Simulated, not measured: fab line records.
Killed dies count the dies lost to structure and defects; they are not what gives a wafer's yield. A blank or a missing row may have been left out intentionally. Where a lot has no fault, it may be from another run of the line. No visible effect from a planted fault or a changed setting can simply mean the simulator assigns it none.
fab line records    flow nand-harc
record lots=16  wafers=48  last-day=24
route steps=1159 shown P_CONTACT@248 P_M0@260
lots untouched by any fault: they come from a run of this same line in which no faults occurred
start-h: hours from the record's opening day to when the first of the lot's shown wafers began    wait-h: time in hours since the lot's previous step    " unchanged from the row above    L1.1+2: one row covering several wafers at once    - no value present, or no start provided    * or withheld: withheld    < > ~ a bound
route shown NAME@n: NAME is a module with steps in the file, n the number in the route of the first one    usual: mean and standard deviation over wafers with no fault    same: alike in all rows    chamber/n: place in a boat    sites: per-site readings    _std_site: the standard deviation of these    _edge_site: the outer-site mean with the inner-site mean subtracted    radius-mm: for every site, how far away it sits from the centre of the wafer    mask NAME#n: copy n    behind: the tool/chamber that last shaped the wafer    hold: why the lot went on hold/how many hours it stayed there/how the hold came to an end    device: transistor that didn't switch, given as n, p or np    end of line: the route-end tests of the same wafers    a step given without rows: its recipe and nothing more    killed: the dies lost at the first sort to structure and to defects; this is not the yield of the wafer    map: shows each die of a wafer: x if killed, . if not, _ if none is there
set.NAME: the setting that was run; set.NAME@STEP: the one run at that earlier step    model.NAME: the simulator's own value behind a step, which no gauge read
the route's steps for a sample of lots (tables are steps, rows are wafers)
services: the hour from which a tool's chamber was out of use, counted from the record's first day as start-h (under 0 if before that day), plus the number of hours and why
## steps
# step NHARC_P_CONTACT_CVD_23
# recipe target-thk-a=2000  temp-c=300  pressure-torr=40  wf6-flow-sccm=40  h2-flow-sccm=1600  ar-flow-sccm=1560  time-s=557  material=W
# usual heater-power-w=475/54  mfc-wf6-sccm=40.01/0.12  throttle-valve-pct=8.01/0.25
lot.wafer  tool      chamber  start-h  wait-h  heater-power-w  mfc-wf6-sccm  throttle-valve-pct
L203.1     cvd-w-02  1        -        -       363             39.88         8.36
L203.2     "         0        "        "       540             40.03         7.82
L203.5     "         0        "        "       533             40.14         7.77
L202.1     cvd-w-02  1        -        -       370             39.85         8.15
L202.4     "         0        "        "       532             40.04         7.94
L202.6     "         0        "        "       554             40.14         7.70
L205.2     cvd-w-01  1        -        -       484             40.15         8.23
L205.1     "         0        "        "       471             39.88         7.71
L205.6     "         0        "        "       484             39.88         7.95
L204.1     cvd-w-02  0        -        -       557             39.83         7.98
L204.4     "         0        "        "       551             39.94         7.81
L204.6     "         0        "        "       541             39.81         7.72
L207.2     cvd-w-02  0        -        -       537             40.23         7.94
L207.4     "         0        "        "       546             40.32         7.90
L207.6     "         1        "        "       369             40.15         8.01
L209.1     cvd-w-01  1        -        -       489             40.20         8.24
L209.2     "         0        "        "       488             39.98         7.92
L209.6     "         1        "        "       496             40.17         8.08
L211.1     cvd-w-02  0        -        -       538             39.86         7.67
L211.3     "         1        "        "       365             40.02         8.11
L211.5     "         1        "        "       362             40.15         7.98
L212.3     cvd-w-02  0        -        -       553             40.08         7.88
L212.5     "         1        "        "       371             40.06         7.90
L212.6     "         0        "        "       524             39.89         7.85
L215.2     cvd-w-01  1        -        -       494             39.98         8.27
L215.1     "         0        "        "       491             39.87         8.18
L215.4     "         1        "        "       484             40.12         8.05
L213.1     cvd-w-01  0        -        -       482             40.15         7.69
L213.3     "         1        "        "       474             40.06         8.27
L213.5     "         1        "        "       502             39.93         8.23
L217.3     cvd-w-01  1        -        -       491             39.99         8.45
L217.4     "         0        "        "       491             39.89         7.94
L217.5     "         1        "        "       480             39.96         7.97
L216.1     cvd-w-01  1        -        -       490             39.99         8.25
L216.4     "         1        "        "       489             40.11         8.27
L216.3     "         0        "        "       476             40.24         7.77
L220.1     cvd-w-01  1        -        -       505             40.12         8.27
L220.4     "         1        "        "       484             40.11         8.20
L220.5     "         1        "        "       496             39.89         8.37
L221.2     cvd-w-01  0        -        -       477             40.11         7.82
L221.4     "         0        "        "       484             40.21         8.07
L221.6     "         1        "        "       489             39.99         8.26
L222.3     cvd-w-01  0        -        -       478             39.92         8.10
L222.4     "         1        "        "       479             39.88         8.18
L222.6     "         1        "        "       503             39.99         8.42
L224.1     cvd-w-01  1        -        -       490             39.89         8.56
L224.4     "         0        "        "       483             39.69         8.04
L224.3     "         1        "        "       481             39.93         8.10
# step NHARC_P_CONTACT_INSPECT_27
# usual raw-defect-count=315/140
lot.wafer  tool               chamber  start-h  wait-h  raw-defect-count
L203.1     defect-inspect-01  -        119.84   0.1     219
L203.2     "                  -        "        "       286
L203.5     "                  -        "        "       372
L202.1     defect-inspect-01  -        120.36   0.1     845
L202.4     "                  -        "        "       411
L202.6     "                  -        "        "       515
L205.1     defect-inspect-01  -        133.01   0.1     195
L205.2     "                  -        "        "       205
L205.6     "                  -        "        "       211
L204.1     defect-inspect-01  -        133.05   0.1     401
L204.4     "                  -        "        "       552
L204.6     "                  -        "        "       267
L207.2     defect-inspect-01  -        143.37   0.1     245
L207.4     "                  -        "        "       144
L207.6     "                  -        "        "       96
L209.1     defect-inspect-02  -        156.80   0.1     183
L209.2     "                  -        "        "       278
L209.6     "                  -        "        "       243
L211.1     defect-inspect-02  -        167.90   0.1     336
L211.3     "                  -        "        "       314
L211.5     "                  -        "        "       708
L212.3     defect-inspect-02  -        169.20   0.1     158
L212.5     "                  -        "        "       204
L212.6     "                  -        "        "       250
L215.1     defect-inspect-01  -        191.76   0.1     381
L215.2     "                  -        "        "       279
L215.4     "                  -        "        "       420
L213.1     defect-inspect-01  -        193.02   0.1     237
L213.3     "                  -        "        "       253
L213.5     "                  -        "        "       484
L217.3     defect-inspect-02  -        202.20   0.1     214
L217.4     "                  -        "        "       157
L217.5     "                  -        "        "       128
L216.1     defect-inspect-02  -        202.74   0.1     386
L216.3     "                  -        "        "       333
L216.4     "                  -        "        "       357
L220.1     defect-inspect-01  -        223.50   0.1     216
L220.4     "                  -        "        "       252
L220.5     "                  -        "        "       206
L221.2     defect-inspect-01  -        232.20   0.1     345
L221.4     "                  -        "        "       418
L221.6     "                  -        "        "       327
L222.3     defect-inspect-02  -        237.09   0.1     376
L222.4     "                  -        "        "       248
L222.6     "                  -        "        "       545
L224.1     defect-inspect-02  -        245.25   0.1     219
L224.3     "                  -        "        "       139
L224.4     "                  -        "        "       140
# step NHARC_P_M0_EXPOSE_06
# recipe na=1.35  target-cd-nm=90  dose-mj=81.28  mask-id=P_M0
# usual exposure-dose-mJ-cm2=81.24/0.096
lot.wafer  tool             chamber  start-h  wait-h  mask    exposure-dose-mJ-cm2
L203.1     arfi-scanner-02  0        120.74   -       P_M0#0  81.26
L203.2     "                0        "        "       P_M0#0  81.13
L203.5     "                0        "        "       P_M0#0  81.31
L202.1     arfi-scanner-01  0        121.12   -       P_M0#0  81.18
L202.4     "                0        "        "       P_M0#0  81.15
L202.6     "                0        "        "       P_M0#0  81.29
L204.1     arfi-scanner-03  0        133.82   -       P_M0#0  81.47
L204.4     "                0        "        "       P_M0#0  81.31
L204.6     "                0        "        "       P_M0#0  81.39
L205.1     arfi-scanner-02  0        133.97   -       P_M0#0  81.18
L205.2     "                0        "        "       P_M0#0  81.33
L205.6     "                0        "        "       P_M0#0  81.21
L207.2     arfi-scanner-01  0        144.13   -       P_M0#0  81.24
L207.4     "                0        "        "       P_M0#0  81.22
L207.6     "                0        "        "       P_M0#0  81.29
L209.1     arfi-scanner-01  0        157.66   -       P_M0#0  81.19
L209.2     "                0        "        "       P_M0#0  81.23
L209.6     "                0        "        "       P_M0#0  81.21
L211.1     arfi-scanner-02  0        168.66   -       P_M0#0  81.38
L211.3     "                0        "        "       P_M0#0  81.26
L211.5     "                0        "        "       P_M0#0  81.30
L212.3     arfi-scanner-02  0        169.86   -       P_M0#0  81.30
L212.5     "                0        "        "       P_M0#0  81.41
L212.6     "                0        "        "       P_M0#0  81.33
L215.1     arfi-scanner-02  0        192.40   -       P_M0#0  61.26
L215.2     "                0        "        "       P_M0#0  61.18
L215.4     "                0        "        "       P_M0#0  61.16
L213.1     arfi-scanner-02  0        193.66   -       P_M0#0  65.25
L213.3     "                0        "        "       P_M0#0  65.27
L213.5     "                0        "        "       P_M0#0  65.20
L217.3     arfi-scanner-03  0        203.00   -       P_M0#0  81.18
L217.4     "                0        "        "       P_M0#0  81.24
L217.5     "                0        "        "       P_M0#0  81.23
L216.1     arfi-scanner-02  0        203.63   -       P_M0#0  68.68
L216.3     "                0        "        "       P_M0#0  68.58
L216.4     "                0        "        "       P_M0#0  68.66
L220.1     arfi-scanner-02  0        224.26   -       P_M0#0  69.48
L220.4     "                0        "        "       P_M0#0  69.52
L220.5     "                0        "        "       P_M0#0  69.51
L221.2     arfi-scanner-03  0        232.96   -       P_M0#0  81.19
L221.4     "                0        "        "       P_M0#0  81.30
L221.6     "                0        "        "       P_M0#0  81.29
L222.3     arfi-scanner-01  0        237.86   -       P_M0#0  81.11
L222.4     "                0        "        "       P_M0#0  81.16
L222.6     "                0        "        "       P_M0#0  81.10
L224.1     arfi-scanner-03  0        246.28   -       P_M0#0  81.27
L224.3     "                0        "        "       P_M0#0  81.41
L224.4     "                0        "        "       P_M0#0  81.36
# step NHARC_P_M0_CD_MEAS_09
# recipe target-cd-nm=90  landing-energy-ev=500
# usual cd-nm=89.7/0.51
lot.wafer  tool       chamber  start-h  wait-h  cd-nm
L203.1     cd-sem-03  0        120.88   -       89.0
L203.2     "          0        "        "       89.5
L203.5     "          0        "        "       89.4
L202.1     cd-sem-02  0        121.26   -       89.8
L202.4     "          0        "        "       91.0
L202.6     "          0        "        "       90.4
L204.1     cd-sem-01  0        133.96   -       89.8
L204.4     "          0        "        "       89.6
L204.6     "          0        "        "       89.6
L205.1     cd-sem-01  0        134.11   -       89.4
L205.2     "          0        "        "       89.0
L205.6     "          0        "        "       89.8
L207.2     cd-sem-01  0        144.26   -       89.8
L207.4     "          0        "        "       89.7
L207.6     "          0        "        "       89.0
L209.1     cd-sem-01  0        157.80   -       90.3
L209.2     "          0        "        "       90.3
L209.6     "          0        "        "       90.0
L211.1     cd-sem-01  0        168.80   -       89.0
L211.3     "          0        "        "       89.0
L211.5     "          0        "        "       89.9
L212.3     cd-sem-03  0        169.99   -       90.2
L212.5     "          0        "        "       90.2
L212.6     "          0        "        "       90.3
L215.1     cd-sem-02  0        192.54   -       72.1
L215.2     "          0        "        "       72.3
L215.4     "          0        "        "       72.7
L213.1     cd-sem-03  0        193.80   -       75.2
L213.3     "          0        "        "       76.1
L213.5     "          0        "        "       76.3
L217.3     cd-sem-01  0        203.14   -       90.3
L217.4     "          0        "        "       91.1
L217.5     "          0        "        "       90.7
L216.1     cd-sem-03  0        203.77   -       78.6
L216.3     "          0        "        "       78.7
L216.4     "          0        "        "       78.7
L220.1     cd-sem-02  0        224.40   -       79.8
L220.4     "          0        "        "       80.8
L220.5     "          0        "        "       80.5
L221.2     cd-sem-01  0        233.10   -       90.1
L221.4     "          0        "        "       90.0
L221.6     "          0        "        "       89.7
L222.3     cd-sem-03  0        238.00   -       89.6
L222.4     "          0        "        "       89.4
L222.6     "          0        "        "       89.1
L224.1     cd-sem-02  0        246.43   -       90.8
L224.3     "          0        "        "       90.2
L224.4     "          0        "        "       90.4
# step NHARC_P_M0_PRE_CLEAN_29
# recipe time-s=30  temp-c=280  gas=H2/He
# usual heater-power-w=414/53
lot.wafer  tool            chamber  start-h  wait-h  heater-power-w
L203.1     pvd-sputter-01  -        -        -       452
L203.2     "               -        "        "       391
L203.5     "               -        "        "       353
L202.4     pvd-sputter-02  -        -        -       515
L202.1     "               -        "        "       422
L202.6     "               -        "        "       508
L204.1     pvd-sputter-01  -        -        -       381
L204.4     "               -        "        "       452
L204.6     "               -        "        "       373
L205.1     pvd-sputter-02  -        -        -       370
L205.2     "               -        "        "       516
L205.6     "               -        "        "       370
L207.4     pvd-sputter-02  -        -        -       365
L207.2     "               -        "        "       522
L207.6     "               -        "        "       371
L209.2     pvd-sputter-03  -        -        -       422
L209.1     "               -        "        "       337
L209.6     "               -        "        "       416
L211.1     pvd-sputter-01  -        -        -       361
L211.3     "               -        "        "       392
L211.5     "               -        "        "       357
L212.3     pvd-sputter-02  -        -        -       423
L212.6     "               -        "        "       370
L212.5     "               -        "        "       520
L215.1     pvd-sputter-03  -        -        -       396
L215.2     "               -        "        "       403
L215.4     "               -        "        "       418
L213.1     pvd-sputter-02  -        -        -       362
L213.3     "               -        "        "       513
L213.5     "               -        "        "       478
L217.3     pvd-sputter-01  -        -        -       381
L217.4     "               -        "        "       398
L217.5     "               -        "        "       350
L216.4     pvd-sputter-01  -        -        -       354
L216.1     "               -        "        "       470
L216.3     "               -        "        "       401
L220.1     pvd-sputter-02  -        -        -       507
L220.4     "               -        "        "       369
L220.5     "               -        "        "       451
L221.2     pvd-sputter-02  -        -        -       410
L221.4     "               -        "        "       366
L221.6     "               -        "        "       455
L222.4     pvd-sputter-01  -        -        -       399
L222.3     "               -        "        "       459
L222.6     "               -        "        "       394
L224.4     pvd-sputter-01  -        -        -       409
L224.1     "               -        "        "       358
L224.3     "               -        "        "       385
## services
tool             chamber  start-h  hours  kind
pvd-sputter-03   -        96.33    1.0    repair
pvd-sputter-03   -        102.00   10.0   pm
cvd-w-01         -        115.39   13.0   pm
cvd-w-01         0        115.39   13.0   vent-cycle
cvd-w-01         1        115.39   13.0   vent-cycle
arfi-scanner-03  -        119.63   0.6    repair
arfi-scanner-03  -        120.86   7.3    repair
cvd-w-01         0        128.39   -      clean
cvd-w-01         1        128.39   -      clean
arfi-scanner-03  -        140.01   4.0    pm
arfi-scanner-03  -        144.65   7.6    repair
pvd-sputter-01   -        158.00   10.0   pm
arfi-scanner-03  -        164.59   0.7    repair
arfi-scanner-02  0        170.21   -      calibration
pvd-sputter-01   -        179.54   2.9    repair
arfi-scanner-02  -        181.01   9.7    repair
arfi-scanner-03  -        194.76   0.8    repair
cvd-w-02         -        195.00   13.0   pm
cvd-w-02         0        195.00   13.0   vent-cycle
pvd-sputter-02   -        195.66   9.3    repair
arfi-scanner-01  -        196.00   4.0    pm
arfi-scanner-03  -        210.29   0.5    repair
pvd-sputter-02   -        214.04   10.0   pm
arfi-scanner-02  -        241.46   0.3    repair
## key
first-sign step=NHARC_P_M0_EXPOSE_06  reading=exposure-dose-mJ-cm2  direction=down  sigmas=99+  usual=81.24  struck=66.15
effect step=NHARC_P_M0_CD_MEAS_09  reading=cd-nm  direction=down  sigmas=25  usual=89.7  struck=76.8  through=control-loop
met-at NHARC_P_M0_EXPOSE_06
struck-lots L213,L215,L216,L220
later-rows-left-out L215.1,L215.2,L215.4
sort-left-out L213.1,L213.3,L213.5,L215.1,L215.2,L215.4,L216.1,L216.3,L216.4,L220.1,L220.4,L220.5
loop-trim step=NHARC_P_M0_EXPOSE_06  setting=dose  lots=L213,L216,L220
not-acting-at NHARC_P_CONTACT_CVD_23,NHARC_P_CONTACT_INSPECT_27,NHARC_P_M0_PRE_CLEAN_29
onset-between 169.86 192.40
fault kind=process-parameter-drift  tool=arfi-scanner-02  chamber=-  onset-h=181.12  steps=NHARC_P_M0_EXPOSE_06  channel=dose-mj  offset=-19.965  shape=step  acts-in=these-recipes-only  stated=81.28
# sort-left-out: the simulated sort isn't trusted on such a fault, so these wafers' sort isn't shown, and their yield isn't known
# later-rows-left-out: the simulator's readings of these wafers behind a module that went badly wrong aren't trusted and aren't shown, but for the sort
# loop-trim: a control loop set the setting to another value than it would have without faults
